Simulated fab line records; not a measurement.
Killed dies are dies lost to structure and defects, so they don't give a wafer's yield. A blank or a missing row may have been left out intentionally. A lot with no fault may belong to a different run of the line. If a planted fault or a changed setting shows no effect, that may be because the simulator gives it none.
fab line records | flow nandHarc
record: lots: 6 wafers: 18 lastDay: 31
route steps=1302 shown A_CONTACT@1031
lots with no fault: from the same line, run without faults
startH: hours from the record's opening day to when the first of the lot's shown wafers began | waitH: hours from the lot's prior step to this one | " the same as in the row above | L1.1+2: a single row standing in for several wafers | - no value, or no start given | * or withheld: withheld | < > ~ a bound
route shown NAME@n: NAME is a module with steps in the file, n the number in the route of the first one | usual: the fault-free wafers' mean and standard deviation | same: alike in all rows | chamber/n: place in a boat | sites: the reading at each site | _std_site: how widely they spread, as a standard deviation | _edge_site: outer sites' mean less inner sites' | radiusMm: how far each site lies from the wafer's centre | mask NAME#n: copy n | behind: the most recent tool/chamber to have shaped the wafer | hold: what put the lot on hold/how long, in hours/how the hold closed | device: names the non-switching transistor (n, p or np) | end of line: the same wafers' tests at the end of the route | where a step has no rows: the recipe by itself | killed: at the first sort, the dies lost to defects and structure; wafer yield is something else | map: a wafer's dies, marking killed ones x, the rest . and places with no die _
set.NAME: the setting the step ran with; set.NAME@STEP: the setting that earlier step ran with | model.NAME: the simulator's own value behind a step, which no gauge read
lots at some steps of the route; a table a step, a row a wafer
services: from which hour (startH, from the record's first day; less than 0 if before it) a tool's chamber was out of use, for how many hours, and why
== steps ==
step: NHARC_A_CONTACT_COAT_61
recipe: tempC: 260 timeS: 75
step: NHARC_A_CONTACT_COAT_62
recipe: tempC: 225 timeS: 65
step: NHARC_A_CONTACT_COAT_63
recipe: spinRpm: 1500 resistThkNm: 90
step: NHARC_A_CONTACT_SOFTBAKE_64
recipe: tempC: 105 timeS: 55
step: NHARC_A_CONTACT_EBR_65
step: NHARC_A_CONTACT_EXPOSE_66
recipe: na: 1.35 sigmaOuter: 0.8 doseMj: 59.02 maskId: A_CC_2
step: NHARC_A_CONTACT_PEB_67
recipe: pebTempC: 100 pebTimeS: 65
step: NHARC_A_CONTACT_DEVELOP_68
recipe: developTimeS: 35 devTempC: 23
step: NHARC_A_CONTACT_CD_MEAS_69
recipe: targetCdNm: 300 landingEnergyEv: 500
usual: cdNm: 300.1/0.53
columns lot.wafer tool chamber startH waitH cdNm
L427.3 cdSem-01 0 548.43 - 300.8
L427.4 " 0 " " 300.1
L427.5 " 0 " " 300.5
L431.1 cdSem-02 0 585.70 - 299.9
L431.2 " 0 " " 299.9
L431.4 " 0 " " 300.1
L428.1 cdSem-02 0 594.75 - 300.7
L428.4 " 0 " " 300.5
L428.6 " 0 " " 299.9
L434.1 cdSem-01 0 641.09 - 300.7
L434.3 " 0 " " 299.8
L434.4 " 0 " " 300.1
L439.2 cdSem-02 0 665.71 - 299.7
L439.3 " 0 " " 299.3
L439.4 " 0 " " 299.5
L440.2 cdSem-01 0 684.04 - 299.8
L440.4 " 0 " " 299.8
L440.5 " 0 " " 299.4
step: NHARC_A_CONTACT_OVL_MEAS_70
usual: overlayXNm: 0.1/0.89 overlayYNm: 0.1/0.93
columns lot.wafer tool chamber startH waitH overlayXNm overlayYNm
L427.3 overlay-02 - 548.51 - 0.5 0.1
L427.4 " - " " 0.4 -0.1
L427.5 " - " " 0.3 0.1
L431.1 overlay-02 - 585.78 - -0.4 -0.4
L431.2 " - " " -0.2 -0.8
L431.4 " - " " -0.7 -0.8
L428.1 overlay-02 - 594.83 - -1.2 0.3
L428.4 " - " " -1.5 0.7
L428.6 " - " " -1.2 0.0
L434.1 overlay-02 - 641.18 - -0.7 0.4
L434.3 " - " " -0.9 0.6
L434.4 " - " " -0.1 0.0
L439.2 overlay-02 - 665.80 - 0.6 1.3
L439.3 " - " " 0.7 1.1
L439.4 " - " " 0.2 0.4
L440.2 overlay-01 - 684.13 - 0.3 2.6
L440.4 " - " " 1.1 2.0
L440.5 " - " " 1.3 1.5
step: NHARC_A_CONTACT_INSPECT_71
usual: rawDefectCount: 79/36
columns lot.wafer tool chamber startH waitH rawDefectCount
L427.3 defectInspect-02 - 548.55 0.0 109
L427.4 " - " " 99
L427.5 " - " " 110
L431.1 defectInspect-02 - 585.82 0.0 26
L431.2 " - " " 30
L431.4 " - " " 32
L428.1 defectInspect-02 - 594.87 0.0 73
L428.4 " - " " 68
L428.6 " - " " 77
L434.1 defectInspect-01 - 641.22 0.0 71
L434.3 " - " " 87
L434.4 " - " " 74
L439.2 defectInspect-02 - 665.83 0.0 104
L439.3 " - " " 119
L439.4 " - " " 124
L440.2 defectInspect-02 - 684.17 0.0 106
L440.4 " - " " 104
L440.5 " - " " 120
step: NHARC_A_CONTACT_DESCUM_74
recipe: timeS: 3 o2FlowSccm: 200 arFlowSccm: 0 biasPowerW: 0 chemistry: O2
usual: drypumpMotorCurrentA: 5.79/0.28 oesProductAu: 1.001/0.0093 rfVppV: 57.9/0.95 showerheadPlenumPTorr: 1.93/0.1 throttleValvePct: 11.312/0.0086
columns lot.wafer tool chamber startH waitH drypumpMotorCurrentA oesProductAu rfHoursCounterH rfVppV showerheadPlenumPTorr throttleValvePct
L427.3 rieDiel-02 3 548.61 0.1 5.94 0.988 48 58.0 2.04 11.304
L427.4 " 1 " " 5.95 0.990 52 57.7 1.84 11.307
L427.5 " 3 " " 5.90 0.997 - 58.2 2.04 11.349
L431.2 rieDiel-02 2 586.35 0.5 5.10 1.003 0 57.2 2.08 11.300
L431.4 " 0 " " 6.22 1.017 0 56.0 1.79 11.315
L431.1 " 1 " " 5.92 1.008 0 58.0 1.84 11.310
L428.4 rieDiel-04 0 594.93 0.1 5.79 1.001 6 57.3 2.01 11.307
L428.1 " 2 " " 5.63 1.017 6 57.5 2.03 11.325
L428.6 " 1 " " 5.50 1.004 - 60.2 2.01 11.311
L434.3 rieDiel-04 3 641.28 0.1 5.92 0.982 16 58.2 1.88 11.314
L434.1 " 0 " " 5.78 0.988 16 58.8 2.00 11.314
L434.4 " 2 " " 5.62 0.994 15 57.8 2.03 11.310
L439.2 rieDiel-02 1 665.90 0.1 5.94 1.018 31 56.9 1.83 11.322
L439.4 " 3 " " 5.94 1.001 32 59.1 2.03 11.313
L439.3 " 0 " " 6.20 1.010 30 55.9 1.78 11.309
L440.4 rieDiel-04 0 684.23 0.1 5.80 0.997 23 57.9 2.00 11.322
L440.2 " 1 " " 5.52 1.009 19 56.0 2.01 11.309
L440.5 " 3 " " 5.91 0.980 - 57.0 1.87 11.317
step: NHARC_A_CONTACT_ETCH_75
recipe: targetDepthA: 390 overEtchFrac: 0.3 timeS: 65 ionEnergyEv: 80 cf4FlowSccm: 150 arFlowSccm: 0 rfW: 300 biasW: 100 chemistry: CF4
usual: drypumpMotorCurrentA: 5.79/0.28 oesProductAu: 1.003/0.0095 rfFwdPowerW: 297.3/0.95 rfVppV: 151.6/1.4 showerheadPlenumPTorr: 1.79/0.089 throttleValvePct: 13.283/0.0084
columns lot.wafer tool chamber startH waitH drypumpMotorCurrentA oesProductAu rfFwdPowerW rfHoursCounterH rfVppV showerheadPlenumPTorr throttleValvePct
L427.3 rieDiel-02 1 548.71 0.1 5.88 1.003 295.4 52 150.9 1.71 13.282
L427.4 " 2 " " 5.09 1.000 297.0 50 150.5 1.64 13.282
L427.5 " 0 " " 6.20 1.004 297.9 - 151.6 1.66 13.278
L431.1 rieDiel-02 0 586.57 0.2 6.22 1.012 297.1 0 148.7 1.66 13.287
L431.2 " 1 " " 5.92 1.014 297.5 0 150.8 1.71 13.282
L431.4 " 3 " " 5.87 1.004 295.8 0 154.3 1.88 13.286
L428.1 rieDiel-04 2 595.03 0.1 5.62 1.007 299.4 6 151.9 1.87 13.268
L428.4 " 3 " " 5.91 0.997 298.2 7 150.2 1.74 13.266
L428.6 " 0 " " 5.81 1.004 296.8 - 151.1 1.85 13.279
L434.1 rieDiel-04 0 641.37 0.1 5.80 0.816 297.5 16 153.4 1.85 13.289
L434.4 " 1 " " 5.50 0.994 296.2 11 151.9 1.85 13.289
L434.3 " 3 " " 5.93 0.977 296.3 16 151.7 1.74 13.279
L439.2 rieDiel-02 1 665.98 0.1 5.91 1.014 296.9 31 149.0 1.70 13.276
L439.3 " 2 " " 5.09 1.015 297.7 32 152.7 1.90 13.271
L439.4 " 0 " " 6.21 1.009 297.1 30 149.4 1.65 13.275
L440.2 rieDiel-04 3 684.31 0.1 5.91 0.995 296.2 23 150.7 1.73 13.273
L440.4 " 2 " " 5.64 1.004 298.6 23 151.6 1.86 13.278
L440.5 " 0 " " 5.79 0.819 296.4 - 151.4 1.84 13.290
step: NHARC_A_CONTACT_ETCH_76
recipe: targetDepthA: 2600 overEtchFrac: 0.3 timeS: 475.3 ionEnergyEv: 200 n2FlowSccm: 150 h2FlowSccm: 150 arFlowSccm: 0 rfW: 400 biasW: 150 chemistry: N2/H2
usual: drypumpMotorCurrentA: 5.80/0.28 oesProductAu: 1.003/0.0096 rfFwdPowerW: 399.3/1.2 rfVppV: 431/3.2 showerheadPlenumPTorr: 2.06/0.11 throttleValvePct: 14.171/0.0093
columns lot.wafer tool chamber startH waitH drypumpMotorCurrentA oesProductAu rfFwdPowerW rfHoursCounterH rfVppV showerheadPlenumPTorr throttleValvePct
L427.4 rieDiel-02 2 - - 5.12 1.003 400.1 50 428 1.88 14.156
L427.3 " 3 " " 5.95 0.993 400.7 48 434 2.18 14.173
L427.5 " 0 " " 6.26 1.012 399.9 - 426 1.90 14.174
L431.4 rieDiel-02 1 - - 5.89 1.016 398.3 0 428 1.96 14.159
L431.1 " 2 " " 5.09 0.989 400.8 0 437 2.22 14.163
L431.2 " 3 " " 5.89 1.018 399.6 0 433 2.18 14.185
L428.1 rieDiel-04 1 - - 5.51 1.013 398.6 6 434 2.15 14.164
L428.4 " 3 " " 5.91 0.993 399.3 7 429 2.00 14.166
L428.6 " 0 " " 5.79 1.005 400.8 - 433 2.14 14.170
L434.4 rieDiel-04 0 - - 5.77 0.989 400.6 17 432 2.14 14.171
L434.1 " 1 " " 5.50 1.007 397.3 11 433 2.15 14.170
L434.3 " 2 " " 5.63 0.998 397.8 16 434 2.16 14.171
L439.4 rieDiel-02 3 - - 5.93 1.005 400.0 32 434 2.17 14.152
L439.2 " 1 " " 5.93 1.020 396.8 31 430 1.95 14.179
L439.3 " 2 " " 5.09 1.012 398.4 32 435 2.21 14.162
L440.2 rieDiel-04 1 - - 5.50 1.000 399.5 19 434 2.15 14.173
L440.4 " 0 " " 5.81 0.993 400.5 23 432 2.14 14.168
L440.5 " 1 " " 5.52 1.008 398.6 - 433 2.15 14.169
== services ==
columns tool chamber startH hours kind
rieDiel-02 0 531.92 - clean
rieDiel-02 1 531.92 - clean
rieDiel-02 2 531.92 - clean
rieDiel-02 3 531.92 - clean
rieDiel-04 - 532.41 9.0 pm
rieDiel-04 0 532.41 9.0 ventCycle
rieDiel-04 1 532.41 9.0 ventCycle
rieDiel-04 2 532.41 9.0 ventCycle
rieDiel-04 3 532.41 9.0 ventCycle
rieDiel-04 0 541.41 - clean
rieDiel-04 1 541.41 - clean
rieDiel-04 2 541.41 - clean
rieDiel-04 2 541.41 - consumableReplace:focusRing
rieDiel-04 3 541.41 - clean
rieDiel-02 0 556.42 - clean
rieDiel-02 1 556.42 - clean
rieDiel-02 2 556.42 - clean
rieDiel-02 3 556.42 - clean
rieDiel-04 0 565.91 - clean
rieDiel-04 1 565.91 - clean
rieDiel-04 2 565.91 - clean
rieDiel-04 3 565.91 - clean
rieDiel-02 - 577.30 9.0 pm
rieDiel-02 0 577.30 9.0 ventCycle
== key ==
firstSign: step: NHARC_A_CONTACT_ETCH_75 reading: oesProductAu direction: down sigmas: 19 usual: 1.003 struck: 0.818
effect none on later readings
metAt NHARC_A_CONTACT_ETCH_75
struckWafers L434.1,L440.5
sortLeftOut L434.1,L440.5
testerLeftOut L434,L440
onsetBetween 595.03 641.37
fault: kind: processParameterDrift tool: rieDiel-04 chamber: 0 onsetH: 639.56 steps: NHARC_A_CONTACT_ETCH_75 channel: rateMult offset: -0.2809 shape: step endH: 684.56
testerLeftOut: of these lots the tester's yield and bins aren't shown, on N5 and GAA mostly nor the transistor test; their killed dies are dies lost to structure and defects alone, not to doping, threshold or leakage, so they don't give the yield
sortLeftOut: the simulated sort isn't trusted on such a fault, so these wafers' sort isn't shown, and their yield isn't known
